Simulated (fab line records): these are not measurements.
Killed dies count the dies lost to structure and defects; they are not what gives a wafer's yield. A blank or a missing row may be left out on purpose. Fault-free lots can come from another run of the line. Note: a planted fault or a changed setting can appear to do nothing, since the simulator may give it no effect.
Chamber matching / flow nand-harc / NHARC_A_STAIRCASE_TRIM_196 on rie-diel-07: 4 sister chambers
The step chemistry O2, time 211.2 s. 22 wafers are shown with their chamber, then 11 later ones without.

== EACH WAFER AND ITS CHAMBER ==
wafer=L076.1; chamber=1; drypump-motor-current-A (A)=6.0; showerhead-plenum-p-Torr (Torr)=3.51; oes-product-au (a.u.)=0.987
wafer=L076.2; chamber=0; drypump-motor-current-A (A)=5.1; showerhead-plenum-p-Torr (Torr)=3.50; oes-product-au (a.u.)=0.987
wafer=L076.6; chamber=0; drypump-motor-current-A (A)=5.1; showerhead-plenum-p-Torr (Torr)=3.50; oes-product-au (a.u.)=0.978
wafer=L077.3; chamber=2; drypump-motor-current-A (A)=5.7; showerhead-plenum-p-Torr (Torr)=3.34; oes-product-au (a.u.)=1.006
wafer=L077.5; chamber=2; drypump-motor-current-A (A)=5.7; showerhead-plenum-p-Torr (Torr)=3.34; oes-product-au (a.u.)=1.006
wafer=L077.6; chamber=3; drypump-motor-current-A (A)=5.9; showerhead-plenum-p-Torr (Torr)=3.66; oes-product-au (a.u.)=1.010
wafer=L077.1; chamber=1; drypump-motor-current-A (A)=6.0; showerhead-plenum-p-Torr (Torr)=3.51; oes-product-au (a.u.)=0.991
wafer=L077.2; chamber=0; drypump-motor-current-A (A)=5.1; showerhead-plenum-p-Torr (Torr)=3.50; oes-product-au (a.u.)=0.992
wafer=L077.4; chamber=3; drypump-motor-current-A (A)=5.9; showerhead-plenum-p-Torr (Torr)=3.66; oes-product-au (a.u.)=1.008
wafer=L078.3; chamber=3; drypump-motor-current-A (A)=5.9; showerhead-plenum-p-Torr (Torr)=3.65; oes-product-au (a.u.)=1.024
wafer=L078.4; chamber=1; drypump-motor-current-A (A)=6.1; showerhead-plenum-p-Torr (Torr)=3.50; oes-product-au (a.u.)=0.984
wafer=L078.5; chamber=1; drypump-motor-current-A (A)=6.0; showerhead-plenum-p-Torr (Torr)=3.50; oes-product-au (a.u.)=0.997
wafer=L082.3; chamber=2; drypump-motor-current-A (A)=5.6; showerhead-plenum-p-Torr (Torr)=3.33; oes-product-au (a.u.)=0.997
wafer=L082.4; chamber=1; drypump-motor-current-A (A)=6.0; showerhead-plenum-p-Torr (Torr)=3.50; oes-product-au (a.u.)=0.993
wafer=L082.5; chamber=0; drypump-motor-current-A (A)=5.1; showerhead-plenum-p-Torr (Torr)=3.49; oes-product-au (a.u.)=1.005
wafer=L088.3; chamber=3; drypump-motor-current-A (A)=5.9; showerhead-plenum-p-Torr (Torr)=3.63; oes-product-au (a.u.)=1.002
wafer=L088.4; chamber=0; drypump-motor-current-A (A)=5.1; showerhead-plenum-p-Torr (Torr)=3.47; oes-product-au (a.u.)=0.991
wafer=L088.5; chamber=2; drypump-motor-current-A (A)=5.6; showerhead-plenum-p-Torr (Torr)=3.31; oes-product-au (a.u.)=0.996
wafer=L089.1; chamber=1; drypump-motor-current-A (A)=6.0; showerhead-plenum-p-Torr (Torr)=3.49; oes-product-au (a.u.)=0.996
wafer=L089.3; chamber=0; drypump-motor-current-A (A)=5.1; showerhead-plenum-p-Torr (Torr)=3.47; oes-product-au (a.u.)=0.996
wafer=L089.5; chamber=0; drypump-motor-current-A (A)=5.1; showerhead-plenum-p-Torr (Torr)=3.47; oes-product-au (a.u.)=1.000
wafer=L089.2; chamber=3; drypump-motor-current-A (A)=5.9; showerhead-plenum-p-Torr (Torr)=3.63; oes-product-au (a.u.)=1.005

SIGNATURES, as means of the wafers listed above
reading=drypump-motor-current-A; chamber 0=5.100; chamber 1=6.017; chamber 2=5.650; chamber 3=5.900; scatter within a chamber=0.0319
reading=showerhead-plenum-p-Torr; chamber 0=3.4857; chamber 1=3.5017; chamber 2=3.3300; chamber 3=3.6460; scatter within a chamber=0.0133
reading=oes-product-au; chamber 0=0.99271; chamber 1=0.99133; chamber 2=1.00125; chamber 3=1.00980; scatter within a chamber=0.00736
Rule: for each reading, subtract the chamber's mean from the wafer's reading, divide by that reading's scatter and square the result; add these up over the readings and take the root, which gives the wafer's distance from the chamber. The wafer belongs to the nearest chamber; if the next one is less than 2 further off, it can't be placed. How the scatter is found: for the shown wafers, subtract from each reading the mean of its chamber, square and add these, divide the total by (wafers less chambers), then take the root.

== WAFERS MISSING THEIR CHAMBER ==
wafer=L089.4; drypump-motor-current-A (A)=5.6; showerhead-plenum-p-Torr (Torr)=3.31; oes-product-au (a.u.)=1.007
wafer=L089.6; drypump-motor-current-A (A)=6.0; showerhead-plenum-p-Torr (Torr)=3.49; oes-product-au (a.u.)=1.000
wafer=L091.1; drypump-motor-current-A (A)=5.9; showerhead-plenum-p-Torr (Torr)=3.63; oes-product-au (a.u.)=1.014
wafer=L091.2; drypump-motor-current-A (A)=6.0; showerhead-plenum-p-Torr (Torr)=3.49; oes-product-au (a.u.)=0.996
wafer=L091.4; drypump-motor-current-A (A)=5.6; showerhead-plenum-p-Torr (Torr)=3.31; oes-product-au (a.u.)=1.017
wafer=L092.1; drypump-motor-current-A (A)=5.9; showerhead-plenum-p-Torr (Torr)=3.62; oes-product-au (a.u.)=1.018
wafer=L092.3; drypump-motor-current-A (A)=5.7; showerhead-plenum-p-Torr (Torr)=3.31; oes-product-au (a.u.)=1.009
wafer=L092.5; drypump-motor-current-A (A)=5.1; showerhead-plenum-p-Torr (Torr)=3.47; oes-product-au (a.u.)=0.996
wafer=L093.4; drypump-motor-current-A (A)=5.7; showerhead-plenum-p-Torr (Torr)=3.30; oes-product-au (a.u.)=0.998
wafer=L093.5; drypump-motor-current-A (A)=5.9; showerhead-plenum-p-Torr (Torr)=3.62; oes-product-au (a.u.)=1.005
wafer=L093.6; drypump-motor-current-A (A)=5.1; showerhead-plenum-p-Torr (Torr)=3.47; oes-product-au (a.u.)=0.989

== WHICH CHAMBER EACH WENT THROUGH ==
wafer=L089.4; from the rows above=2; in truth=2
wafer=L089.6; from the rows above=1; in truth=1
wafer=L091.1; from the rows above=3; in truth=3
wafer=L091.2; from the rows above=1; in truth=1
wafer=L091.4; from the rows above=2; in truth=2
wafer=L092.1; from the rows above=3; in truth=3
wafer=L092.3; from the rows above=2; in truth=2
wafer=L092.5; from the rows above=0; in truth=0
wafer=L093.4; from the rows above=2; in truth=2
wafer=L093.5; from the rows above=3; in truth=3
wafer=L093.6; from the rows above=0; in truth=0
Correct placement for 11 of the 11. Number that these rows cannot place: 0. 0 placed wrongly.
